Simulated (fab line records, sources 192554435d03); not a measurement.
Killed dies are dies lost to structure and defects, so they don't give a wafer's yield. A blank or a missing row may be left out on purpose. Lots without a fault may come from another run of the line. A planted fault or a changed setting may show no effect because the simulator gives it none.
fab line records | flow n5_finfet
record lots=7 wafers=21
route steps=1938 shown BEOL_M6@1194 BEOL_M8@1332 BEOL_M9@1401
start_h: hours from the record's first day to the start of the lot's first wafer shown | wait_h: hours since the lot's step before | " the same as in the row above | L1.1+2: a row that stands for several wafers | - no value, or no start given | * or withheld: withheld | < > ~ a bound
route shown NAME@n: a module of which the file shows steps, and the number in the route of the first | usual: mean/standard deviation of fault-free wafers | same: alike in all rows | chamber/n: place in a boat | sites: the reading at each site | _std_site: their standard deviation | _edge_site: outer sites' mean less inner sites' | radius_mm: how far each site lies from the wafer's centre | mask NAME#n: copy n | behind: the tool/chamber that last shaped the wafer | hold: why the lot was held/for how many hours/how that ended | device: the transistor (n, p or np) that didn't switch | end of line: the same wafers' tests at the end of the route | a step without rows: its recipe alone | killed: dies lost to structure and defects at the first sort, not the wafer's yield | map: a wafer's dies, x killed, . not, _ none there
set.NAME: the setting as run; set.NAME@STEP: as run at that earlier step | model.NAME: the simulator's own value behind a step, which no gauge read
lots whose settings were changed on purpose; a table a step, a row a wafer
## steps
# step N5_BEOL_M6_ILD_DEP_00
# recipe material=SiCOH_lowk target_thk_a=1797.5 temp_c=300 precursor=DEMS/porogen pressure_torr=5 rf_w=500 time_s=33.4
# columns lot.wafer tool chamber start_h wait_h set.time_s model.SiCOH_lowk_of_BEOL_M6_ILD_DEP_00.thk_nm
L076.2 pecvd-03 0 188.42 0.0 33.4 176.8
L076.3 " 2 " " 30.59 160.8
L076.6 " 2 " " 33.4 179.2
L084.1 pecvd-03 2 254.62 0.0 33.4 175.4
L084.5 " 2 " " 33.4 177.4
L084.6 " 0 " " 33.4 175.2
L088.1 pecvd-04 2 268.23 0.0 37.97 202.8
L088.4 " 2 " " 33.4 180.6
L088.5 " 0 " " 33.4 180.4
L089.2 pecvd-01 1 282.83 0.0 33.4 181.2
L089.5 " 2 " " 33.4 186
L089.6 " 1 " " 33.4 182.8
L090.3 pecvd-04 0 288.54 0.0 33.4 179
L090.5 " 2 " " 36.08 198.4
L090.6 " 1 " " 33.4 182.6
L093.2 pecvd-04 0 304.44 0.0 35.83 192
L093.4 " 0 " " 33.4 181.8
L093.5 " 1 " " 35.83 194.4
L094.2 pecvd-01 1 306.27 0.0 36.77 197.6
L094.4 " 2 " " 33.4 185.4
L094.6 " 1 " " 36.77 200.8
# step N5_BEOL_M6_CURE_74
# recipe temp_c=385 time_s=240 ambient=He/Ar material=SiCOH_lowk
# columns lot.wafer tool chamber start_h wait_h set.time_s@BEOL_M6_ILD_DEP_00 model.SiCOH_lowk_of_BEOL_M6_ILD_DEP_00.thk_nm
L076.2 uv_cure-01 1 188.74 0.3 33.4 152.4
L076.3 " 1 " " 30.59 138.6
L076.6 " 1 " " 33.4 154.6
L084.1 uv_cure-03 2 254.68 0.0 33.4 151.2
L084.5 " 2 " " 33.4 153
L084.6 " 2 " " 33.4 151
L088.1 uv_cure-03 2 268.30 0.0 37.97 175.2
L088.4 " 2 " " 33.4 155.8
L088.5 " 2 " " 33.4 155.6
L089.2 uv_cure-02 2 283.08 0.2 33.4 156.2
L089.5 " 2 " " 33.4 160.4
L089.6 " 2 " " 33.4 157.6
L090.3 uv_cure-02 1 288.76 0.2 33.4 154.4
L090.5 " 1 " " 36.08 171.2
L090.6 " 1 " " 33.4 157.6
L093.2 uv_cure-01 0 304.58 0.1 35.83 165.8
L093.4 " 0 " " 33.4 156.8
L093.5 " 0 " " 35.83 167.6
L094.2 uv_cure-01 1 306.42 0.1 36.77 170.4
L094.4 " 1 " " 33.4 159.8
L094.6 " 1 " " 36.77 173.4
# step N5_BEOL_M6_THK_MEAS_01
# recipe reads=SiCOH_lowk_of_BEOL_M6_ILD_DEP_00
# usual M6_ILD_THK=155.3/2.5
# columns lot.wafer tool chamber start_h wait_h set.time_s@BEOL_M6_ILD_DEP_00 M6_ILD_THK[nm]
L076.2 film_metro-01 - 189.18 0.4 33.4 152.4
L076.3 " - " " 30.59 138.5
L076.6 " - " " 33.4 154.5
L084.1 film_metro-02 - 255.19 0.4 33.4 151.1
L084.5 " - " " 33.4 153.1
L084.6 " - " " 33.4 151.0
L088.1 film_metro-02 - 268.81 0.4 37.97 175.2
L088.4 " - " " 33.4 155.8
L088.5 " - " " 33.4 155.6
L089.2 film_metro-02 - 283.51 0.4 33.4 156.3
L089.5 " - " " 33.4 160.5
L089.6 " - " " 33.4 157.7
L090.3 film_metro-02 - 289.11 0.3 33.4 154.3
L090.5 " - " " 36.08 171.1
L090.6 " - " " 33.4 157.6
L093.2 film_metro-01 - 305.01 0.4 35.83 165.8
L093.4 " - " " 33.4 156.7
L093.5 " - " " 35.83 167.6
L094.2 film_metro-02 - 306.85 0.4 36.77 170.6
L094.4 " - " " 33.4 160.0
L094.6 " - " " 36.77 173.3
# step N5_BEOL_M6_PECVD_70
# recipe material=SiO2 target_thk_a=200 temp_c=400 precursor=TEOS/O2 pressure_torr=5.5 rf_w=450 teos_flow_sccm=53.8 gas=O2 flow_sccm=3000 time_s=22.7
# columns lot.wafer tool chamber start_h wait_h set.time_s model.SiO2_of_BEOL_M6_PECVD_70.thk_nm
L076.2 pecvd-04 2 189.21 0.0 19.31 17
L076.3+6 " 0,1 " " 22.7 19.8
L084.1+5 pecvd-03 1,0 255.23 0.0 22.7 19.8
L084.6 " 2 " " 22.7 20
L088.1 pecvd-01 2 268.85 0.0 24.3 21
L088.4 " 0 " " 22.7 19.8
L088.5 " 2 " " 22.7 20.4
L089.2+6 pecvd-04 1 283.55 0.0 22.7 20.2
L089.5 " 2 " " 22.7 20
L090.3 pecvd-03 2 289.15 0.0 25.11 21.8
L090.5 " 2 " " 25.11 22.2
L090.6 " 0 " " 22.7 19.6
L093.2 pecvd-01 2 305.05 0.0 22.7 19.8
L093.4 " 1 " " 24.46 21.6
L093.5 " 0 " " 22.7 20
L094.2 pecvd-04 2 306.89 0.0 22.7 19.6
L094.4 " 1 " " 22.7 20
L094.6 " 0 " " 23.99 21
# step N5_BEOL_M8_ILD_DEP_00
# recipe material=SiCOH_lowk target_thk_a=1797.5 temp_c=300 precursor=DEMS/porogen pressure_torr=5 rf_w=500 time_s=33.4
# columns lot.wafer tool chamber start_h wait_h set.time_s model.SiCOH_lowk_of_BEOL_M8_ILD_DEP_00.thk_nm
L076.2 pecvd-04 2 205.09 0.0 30.36 162
L076.3 " 1 " " 33.4 181.4
L076.6 " 1 " " 30.36 169
L084.1 pecvd-04 1 272.18 0.0 33.4 178.8
L084.5 " 1 " " 33.4 182.4
L084.6 " 2 " " 33.4 180.6
L088.1 pecvd-04 2 289.50 0.0 28.51 152.6
L088.4 " 1 " " 33.4 181.8
L088.5 " 2 " " 28.51 152
L089.2 pecvd-04 1 298.62 0.0 33.4 180
L089.5 " 2 " " 33.4 180.6
L089.6 " 1 " " 33.4 182.6
L090.3 pecvd-02 0 305.65 0.0 33.4 175
L090.5 " 2 " " 33.4 177.4
L090.6 " 1 " " 33.4 179
L093.2 pecvd-03 1 320.14 0.0 33.4 177.8
L093.4 " 0 " " 33.4 178.6
L093.5 " 1 " " 33.4 179.8
L094.2 pecvd-02 1 320.94 0.0 36.85 194
L094.4 " 1 " " 33.4 177.4
L094.6 " 0 " " 36.85 195.4
# step N5_BEOL_M8_CURE_74
# recipe temp_c=385 time_s=240 ambient=He/Ar material=SiCOH_lowk
# columns lot.wafer tool chamber start_h wait_h set.time_s@BEOL_M8_ILD_DEP_00 model.SiCOH_lowk_of_BEOL_M8_ILD_DEP_00.thk_nm
L076.2 uv_cure-01 2 205.24 0.1 30.36 139.6
L076.3 " 2 " " 33.4 156.4
L076.6 " 2 " " 30.36 145.6
L084.1 uv_cure-03 2 272.24 0.0 33.4 154.2
L084.5 " 2 " " 33.4 157.4
L084.6 " 2 " " 33.4 155.8
L088.1 uv_cure-03 1 289.73 0.2 28.51 131.4
L088.4 " 1 " " 33.4 156.8
L088.5 " 1 " " 28.51 130.8
L089.2 uv_cure-02 1 298.76 0.1 33.4 155.2
L089.5 " 1 " " 33.4 155.6
L089.6 " 1 " " 33.4 157.4
L090.3 uv_cure-02 1 305.87 0.2 33.4 150.8
L090.5 " 1 " " 33.4 153
L090.6 " 1 " " 33.4 154.2
L093.2 uv_cure-01 0 320.40 0.2 33.4 153.2
L093.4 " 0 " " 33.4 154
L093.5 " 0 " " 33.4 155
L094.2 uv_cure-01 0 321.08 0.1 36.85 167.4
L094.4 " 0 " " 33.4 153
L094.6 " 0 " " 36.85 168.6
# step N5_BEOL_M8_THK_MEAS_01
# recipe reads=SiCOH_lowk_of_BEOL_M8_ILD_DEP_00
# usual M8_ILD_THK=154.6/2
# columns lot.wafer tool chamber start_h wait_h set.time_s@BEOL_M8_ILD_DEP_00 M8_ILD_THK[nm]
L076.2 film_metro-01 - 205.67 0.4 30.36 139.4
L076.3 " - " " 33.4 156.4
L076.6 " - " " 30.36 145.8
L084.1 film_metro-02 - 272.75 0.4 33.4 154.2
L084.5 " - " " 33.4 157.4
L084.6 " - " " 33.4 155.8
L088.1 film_metro-01 - 290.25 0.4 28.51 131.3
L088.4 " - " " 33.4 156.9
L088.5 " - " " 28.51 130.8
L089.2 film_metro-02 - 299.20 0.4 33.4 155.2
L089.5 " - " " 33.4 155.7
L089.6 " - " " 33.4 157.4
L090.3 film_metro-02 - 306.23 0.3 33.4 150.9
L090.5 " - " " 33.4 153.0
L090.6 " - " " 33.4 154.1
L093.2 film_metro-01 - 320.83 0.4 33.4 153.3
L093.4 " - " " 33.4 153.9
L093.5 " - " " 33.4 155.0
L094.2 film_metro-02 - 321.51 0.4 36.85 167.5
L094.4 " - " " 33.4 152.9
L094.6 " - " " 36.85 168.7
# step N5_BEOL_M8_EXPOSE_08
# recipe mask_id=M8 na=1.35 source_shape=dipole sigma_inner=0.817 sigma_outer=0.97 polarization=te dose_mj=68.25
# columns lot.wafer tool chamber start_h wait_h mask set.dose_mj
L076.2+6 arfi_scanner-01 0 207.62 - M8#0 63.58
L076.3 " 0 " " M8#0 68.25
L084.1 arfi_scanner-01 0 274.28 - M8#0 72.47
L084.5+6 " 0 " " M8#0 68.25
L088.1+4+5 arfi_scanner-02 0 292.15 - M8#0 64.46
L089.2+5+6 arfi_scanner-03 0 301.47 - M8#0 68.25
L090.3+5+6 arfi_scanner-02 0 307.02 - M8#0 68.25
L093.2+4+5 arfi_scanner-03 0 322.40 - M8#0 68.25
L094.2+6 arfi_scanner-03 0 322.47 - M8#0 68.25
L094.4 " 0 " " M8#0 65.72
# step N5_BEOL_M8_PEB_09
# recipe peb_temp_c=withheld peb_time_s=60 resist=CAR-ArF
# step N5_BEOL_M8_DEVELOP_10
# recipe develop_time_s=30 developer=TMAH resist=CAR-ArF rinse_liquid=diw dry=air_spin dev_temp_c=23
# step N5_BEOL_M8_CD_MEAS_11
# recipe target_cd_nm=38.5 landing_energy_ev=500 detector=se_inlens polarity=opening
# usual cd_nm=38.3/0.4
# columns lot.wafer tool chamber start_h wait_h set.dose_mj@BEOL_M8_EXPOSE_08 cd_nm
L076.2 cd_sem-01 0 207.74 - 63.58 36.1
L076.3 " 0 " " 68.25 38.7
L076.6 " 0 " " 63.58 35.0
L084.1 cd_sem-01 0 274.40 - 72.47 40.9
L084.5 " 0 " " 68.25 38.3
L084.6 " 0 " " 68.25 38.4
L088.1 cd_sem-02 0 292.28 - 64.46 35.0
L088.4 " 0 " " 64.46 35.8
L088.5 " 0 " " 64.46 35.3
L089.2 cd_sem-03 0 301.60 - 68.25 38.8
L089.5 " 0 " " 68.25 39.2
L089.6 " 0 " " 68.25 38.4
L090.3 cd_sem-02 0 307.14 - 68.25 39.2
L090.5 " 0 " " 68.25 38.5
L090.6 " 0 " " 68.25 38.4
L093.2 cd_sem-02 0 322.52 - 68.25 38.8
L093.4 " 0 " " 68.25 38.6
L093.5 " 0 " " 68.25 38.3
L094.2 cd_sem-01 0 322.60 - 68.25 38.3
L094.4 " 0 " " 65.72 36.7
L094.6 " 0 " " 68.25 38.1
# step N5_BEOL_M8_DESCUM_16
# recipe chemistry=O2 time_s=7.9 source_power_w=50 bias_power_w=20 pressure_mtorr=20 rf_frequency_hz=2.712e+07 temp_c=40 resist=CAR-ArF o2_flow_sccm=225
# step N5_BEOL_M8_ETCH_61
# recipe chemistry=CF4 target=SiARC target_depth_a=455 mask_material=CAR-ArF time_s=75.8 ion_energy_ev=80 pressure_mtorr=40 source_w=545 bias_w=36 Ar_flow_sccm=100 cf4_flow_sccm=100 ends=cleared
# columns lot.wafer tool chamber start_h wait_h set.dose_mj@BEOL_M8_EXPOSE_08 model.BEOL_M8.cd_offset_nm
L076.2 rie_diel-01 0 208.23 0.0 63.58 -2.8
L076.3 " 3 " " 68.25 0.4
L076.6 " 2 " " 63.58 -3.6
L084.1 rie_diel-01 0 274.53 0.0 72.47 2.4
L084.5+6 " 2,3 " " 68.25 -0.4
L088.1 rie_diel-01 0 292.40 0.0 64.46 -2.8
L088.4 " 1 " " 64.46 -2.6
L088.5 " 2 " " 64.46 -3.4
L089.2 rie_diel-05 2 301.72 0.0 68.25 -0.4
L089.5 " 0 " " 68.25 0.6
L089.6 " 1 " " 68.25 0.4
L090.3 rie_diel-01 3 307.43 0.0 68.25 0.4
L090.5 " 2 " " 68.25 -0.4
L090.6 " 1 " " 68.25 0
L093.2+5 rie_diel-02 0,3 322.65 0.0 68.25 -0.2
L093.4 " 3 " " 68.25 0
L094.2+6 rie_diel-02 0,3 322.98 0.0 68.25 -0.4
L094.4 " 1 " " 65.72 -1.6
# step N5_BEOL_M8_ETCH_62
# recipe chemistry=N2/H2 target=SOC target_depth_a=1100 overetch_a=220 mask_material=SiARC temp_c=40 time_s=165 ion_energy_ev=200 pressure_mtorr=30 source_w=840 bias_w=150 n2_flow_sccm=200 h2_flow_sccm=200
# columns lot.wafer tool chamber start_h wait_h set.dose_mj@BEOL_M8_EXPOSE_08 model.BEOL_M8.cd_offset_nm
L076.2 rie_diel-01 0 208.29 0.0 63.58 -2.8
L076.3 " 3 " " 68.25 0.6
L076.6 " 2 " " 63.58 -3.8
L084.1 rie_diel-01 0 274.58 0.0 72.47 2.4
L084.5 " 2 " " 68.25 -1
L084.6 " 3 " " 68.25 -0.8
L088.1 rie_diel-01 0 292.46 0.0 64.46 -3.2
L088.4 " 1 " " 64.46 -2.8
L088.5 " 2 " " 64.46 -3.8
L089.2 rie_diel-05 2 301.77 0.0 68.25 0
L089.5+6 " 0,1 " " 68.25 0.8
L090.3 rie_diel-01 3 307.48 0.0 68.25 0.4
L090.5 " 2 " " 68.25 -0.8
L090.6 " 1 " " 68.25 -0.6
L093.2 rie_diel-02 0 322.70 0.0 68.25 -0.6
L093.4+5 " 3 " " 68.25 0.2
L094.2 rie_diel-02 0 323.04 0.0 68.25 -0.6
L094.4 " 1 " " 65.72 -2
L094.6 " 3 " " 68.25 -0.2
# step N5_BEOL_M8_STRIP_68
# recipe chemistry=N2/H2 temp_c=40 n2_flow_sccm=200 h2_flow_sccm=200 rf_frequency_hz=6e+07
# step N5_BEOL_M8_STRIP_67
# recipe chemistry=CF4 resist=SiARC power_w=300 bias_power_w=75 pressure_mtorr=50 cf4_flow_sccm=150 rf_frequency_hz=6e+07
# step N5_BEOL_M8_HM_OPEN_17
# recipe chemistry=Cl2/BCl3 target_depth_a=200 overetch_a=60 target=TiN mask_material=SOC ion_energy_ev=150 pressure_mtorr=10 icp_w=1000 bias_w=126 Cl2_flow_sccm=53.25 bcl3_flow_sccm=21.75 Ar_flow_sccm=25
# columns lot.wafer tool chamber start_h wait_h set.dose_mj@BEOL_M8_EXPOSE_08 model.BEOL_M8.cd_offset_nm
L076.2 rie_metal-02 1 208.48 0.0 63.58 -2.6
L076.3 " 1 " " 68.25 0.8
L076.6 " 1 " " 63.58 -3.6
L084.1 rie_metal-01 0 274.78 0.0 72.47 2.2
L084.5 " 0 " " 68.25 -1
L084.6 " 1 " " 68.25 -0.8
L088.1 rie_metal-02 0 292.64 0.0 64.46 -3.4
L088.4 " 0 " " 64.46 -2.8
L088.5 " 0 " " 64.46 -3.8
L089.2 rie_metal-01 1 302.00 0.1 68.25 -0.2
L089.5+6 " 1 " " 68.25 0.8
L090.3 rie_metal-01 1 307.75 0.1 68.25 0.4
L090.5+6 " 1 " " 68.25 -0.8
L093.2 rie_metal-01 1 322.89 0.0 68.25 -0.6
L093.4+5 " 0,1 " " 68.25 0.2
L094.2 rie_metal-03 0 323.23 0.0 68.25 -0.6
L094.4 " 1 " " 65.72 -2
L094.6 " 0 " " 68.25 -0.2
# step N5_BEOL_M8_STRIP_19
# recipe chemistry=O2 power_w=400 temp_c=40 pressure_mtorr=30 rf_frequency_hz=6e+07 bias_power_w=0 overash_fraction=0.2 o2_flow_sccm=225
# step N5_BEOL_M8_CD_MEAS_18
# recipe pitch_nm=80 target_cd_nm=40
# usual cd_nm=39.8/0.5
# columns lot.wafer tool chamber start_h wait_h set.dose_mj@BEOL_M8_EXPOSE_08 cd_nm
L076.2 cd_sem-03 - 208.74 0.1 63.58 37.2
L076.3 " - " " 68.25 40.8
L076.6 " - " " 63.58 36.4
L084.1 cd_sem-01 - 275.07 0.0 72.47 42.6
L084.5 " - " " 68.25 38.9
L084.6 " - " " 68.25 39.5
L088.1 cd_sem-03 - 292.83 0.0 64.46 36.8
L088.4 " - " " 64.46 36.9
L088.5 " - " " 64.46 36.3
L089.2 cd_sem-01 - 302.29 0.1 68.25 40.0
L089.5 " - " " 68.25 40.7
L089.6 " - " " 68.25 40.7
L090.3 cd_sem-01 - 308.01 0.1 68.25 40.3
L090.5 " - " " 68.25 39.5
L090.6 " - " " 68.25 39.0
L093.2 cd_sem-02 - 323.25 0.1 68.25 39.2
L093.4 " - " " 68.25 39.9
L093.5 " - " " 68.25 39.9
L094.2 cd_sem-01 - 323.44 0.1 68.25 39.3
L094.4 " - " " 65.72 38.0
L094.6 " - " " 68.25 39.4
# step N5_BEOL_M8_COAT_63
# recipe resist=SOC temp_c=250 time_s=60 spin_rpm=1500 resist_thk_nm=60
# step N5_BEOL_M8_COAT_64
# recipe resist=SiARC temp_c=220 time_s=60 spin_rpm=1500 resist_thk_nm=12
# step N5_BEOL_M8_PRECLEAN_42
# recipe chemistry=residue_remover time_s=60 temp_c=40
# step N5_BEOL_M8_SRD_43
# recipe time_s=30 temp_c=23 rinse_liquid=diw dry=ipa_marangoni
# step N5_BEOL_M8_CD_MEAS_35
# recipe target_cd_nm=40 polarity=opening
# usual cd_nm=39.8/0.54
# columns lot.wafer tool chamber start_h wait_h set.dose_mj@BEOL_M8_EXPOSE_08 cd_nm
L076.2 cd_sem-01 - 209.96 0.0 63.58 37.4
L076.3 " - " " 68.25 41.0
L076.6 " - " " 63.58 36.7
L084.1 cd_sem-03 - 277.10 0.0 72.47 42.0
L084.5 " - " " 68.25 38.9
L084.6 " - " " 68.25 39.0
L088.1 cd_sem-02 - 294.15 0.0 64.46 36.9
L088.4 " - " " 64.46 36.9
L088.5 " - " " 64.46 36.3
L089.2 cd_sem-03 - 303.44 0.0 68.25 39.7
L089.5 " - " " 68.25 40.9
L089.6 " - " " 68.25 40.8
L090.3 cd_sem-01 - 310.32 0.0 68.25 40.3
L090.5 " - " " 68.25 39.3
L090.6 " - " " 68.25 39.0
L093.2 cd_sem-02 - 324.65 0.0 68.25 39.4
L093.4 " - " " 68.25 39.6
L093.5 " - " " 68.25 40.2
L094.2 cd_sem-01 - 325.07 0.0 68.25 39.4
L094.4 " - " " 65.72 38.1
L094.6 " - " " 68.25 39.3
# step N5_BEOL_M9_ILD_DEP_00
# recipe material=SiCOH_lowk target_thk_a=3085.1 temp_c=300 precursor=DEMS/porogen pressure_torr=5 rf_w=500 time_s=58
# columns lot.wafer tool chamber start_h wait_h set.time_s model.SiCOH_lowk_of_BEOL_M9_ILD_DEP_00.thk_nm
L076.2 pecvd-04 2 212.30 0.0 58 310.8
L076.3 " 0 " " 58 303.8
L076.6 " 2 " " 58 311
L084.1 pecvd-02 0 282.93 0.0 54.56 291.2
L084.5 " 0 " " 58 312.8
L084.6 " 1 " " 58 313.8
L088.1 pecvd-01 1 296.30 0.0 58 307.4
L088.4 " 0 " " 52.22 280.4
L088.5 " 1 " " 52.22 286
L089.2 pecvd-01 2 305.80 0.0 58 302.2
L089.5 " 0 " " 58 308.8
L089.6 " 2 " " 58 303.2
L090.3 pecvd-01 2 312.81 0.0 58 300.2
L090.5 " 2 " " 62.81 329.6
L090.6 " 0 " " 62.81 332.6
L093.2 pecvd-01 2 326.93 0.0 58 299.2
L093.4 " 0 " " 58 308.4
L093.5 " 2 " " 58 304.4
L094.2 pecvd-01 1 327.74 0.0 58 304.8
L094.4 " 2 " " 50.27 263.2
L094.6 " 1 " " 50.27 269.4
# step N5_BEOL_M9_CURE_71
# recipe temp_c=385 time_s=240 ambient=He/Ar material=SiCOH_lowk
# columns lot.wafer tool chamber start_h wait_h set.time_s@BEOL_M9_ILD_DEP_00 model.SiCOH_lowk_of_BEOL_M9_ILD_DEP_00.thk_nm
L076.2 uv_cure-02 2 212.47 0.1 58 270
L076.3 " 2 " " 58 263.8
L076.6 " 2 " " 58 270.2
L084.1 uv_cure-03 2 283.08 0.1 54.56 252.8
L084.5 " 2 " " 58 271.8
L084.6 " 2 " " 58 272.6
L088.1 uv_cure-03 0 296.38 0.0 58 267
L088.4 " 0 " " 52.22 243.2
L088.5 " 0 " " 52.22 248.2
L089.2 uv_cure-03 2 305.96 0.1 58 262.4
L089.5 " 2 " " 58 268.2
L089.6 " 2 " " 58 263.4
L090.3 uv_cure-03 2 313.08 0.2 58 260.6
L090.5 " 2 " " 62.81 286.6
L090.6 " 2 " " 62.81 289.4
L093.2 uv_cure-01 0 327.09 0.1 58 259.8
L093.4 " 0 " " 58 267.8
L093.5 " 0 " " 58 264.4
L094.2 uv_cure-01 0 327.90 0.1 58 264.6
L094.4 " 0 " " 50.27 228
L094.6 " 0 " " 50.27 233.4
# step N5_BEOL_M9_THK_MEAS_01
# recipe reads=SiCOH_lowk_of_BEOL_M9_ILD_DEP_00
# usual M9_ILD_THK=267/3.8
# columns lot.wafer tool chamber start_h wait_h set.time_s@BEOL_M9_ILD_DEP_00 M9_ILD_THK[nm]
L076.2 film_metro-02 - 212.90 0.4 58 270
L076.3 " - " " 58 264
L076.6 " - " " 58 270
L084.1 film_metro-01 - 283.59 0.4 54.56 253
L084.5 " - " " 58 272
L084.6 " - " " 58 273
L088.1 film_metro-01 - 296.89 0.4 58 267
L088.4 " - " " 52.22 243
L088.5 " - " " 52.22 248
L089.2 film_metro-01 - 306.39 0.4 58 262
L089.5 " - " " 58 268
L089.6 " - " " 58 263
L090.3 film_metro-01 - 313.43 0.3 58 261
L090.5 " - " " 62.81 287
L090.6 " - " " 62.81 289
L093.2 film_metro-01 - 327.53 0.4 58 260
L093.4 " - " " 58 268
L093.5 " - " " 58 264
L094.2 film_metro-01 - 328.33 0.4 58 265
L094.4 " - " " 50.27 228
L094.6 " - " " 50.27 233
## key
split step=N5_BEOL_M6_ILD_DEP_00 setting=time_s stated=33.4 by=wafer
response step=N5_BEOL_M6_ILD_DEP_00 reading=model.SiCOH_lowk_of_BEOL_M6_ILD_DEP_00.thk_nm change=+1.7 per=1% r=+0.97
response step=N5_BEOL_M6_CURE_74 reading=model.SiCOH_lowk_of_BEOL_M6_ILD_DEP_00.thk_nm change=+1.48 per=1% r=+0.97
response step=N5_BEOL_M6_THK_MEAS_01 reading=M6_ILD_THK change=+1.48 per=1% r=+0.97
split step=N5_BEOL_M6_PECVD_70 setting=time_s stated=22.7 by=wafer
response step=N5_BEOL_M6_PECVD_70 reading=model.SiO2_of_BEOL_M6_PECVD_70.thk_nm change=+0.196 per=1% r=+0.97
split step=N5_BEOL_M8_ILD_DEP_00 setting=time_s stated=33.4 by=wafer
response step=N5_BEOL_M8_ILD_DEP_00 reading=model.SiCOH_lowk_of_BEOL_M8_ILD_DEP_00.thk_nm change=+1.87 per=1% r=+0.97
response step=N5_BEOL_M8_CURE_74 reading=model.SiCOH_lowk_of_BEOL_M8_ILD_DEP_00.thk_nm change=+1.63 per=1% r=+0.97
response step=N5_BEOL_M8_THK_MEAS_01 reading=M8_ILD_THK change=+1.63 per=1% r=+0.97
split step=N5_BEOL_M8_EXPOSE_08 setting=dose_mj stated=68.25 by=wafer
response step=N5_BEOL_M8_CD_MEAS_11 reading=cd_nm change=+0.437 per=1% r=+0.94
response step=N5_BEOL_M8_ETCH_61 reading=model.BEOL_M8.cd_offset_nm change=+0.47 per=1% r=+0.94
response step=N5_BEOL_M8_ETCH_62 reading=model.BEOL_M8.cd_offset_nm change=+0.537 per=1% r=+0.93
response step=N5_BEOL_M8_HM_OPEN_17 reading=model.BEOL_M8.cd_offset_nm change=+0.524 per=1% r=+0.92
response step=N5_BEOL_M8_CD_MEAS_18 reading=cd_nm change=+0.545 per=1% r=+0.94
response step=N5_BEOL_M8_CD_MEAS_35 reading=cd_nm change=+0.511 per=1% r=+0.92
split step=N5_BEOL_M9_ILD_DEP_00 setting=time_s stated=58 by=wafer
response step=N5_BEOL_M9_ILD_DEP_00 reading=model.SiCOH_lowk_of_BEOL_M9_ILD_DEP_00.thk_nm change=+3 per=1% r=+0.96
response step=N5_BEOL_M9_CURE_71 reading=model.SiCOH_lowk_of_BEOL_M9_ILD_DEP_00.thk_nm change=+2.64 per=1% r=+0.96
response step=N5_BEOL_M9_THK_MEAS_01 reading=M9_ILD_THK change=+2.66 per=1% r=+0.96
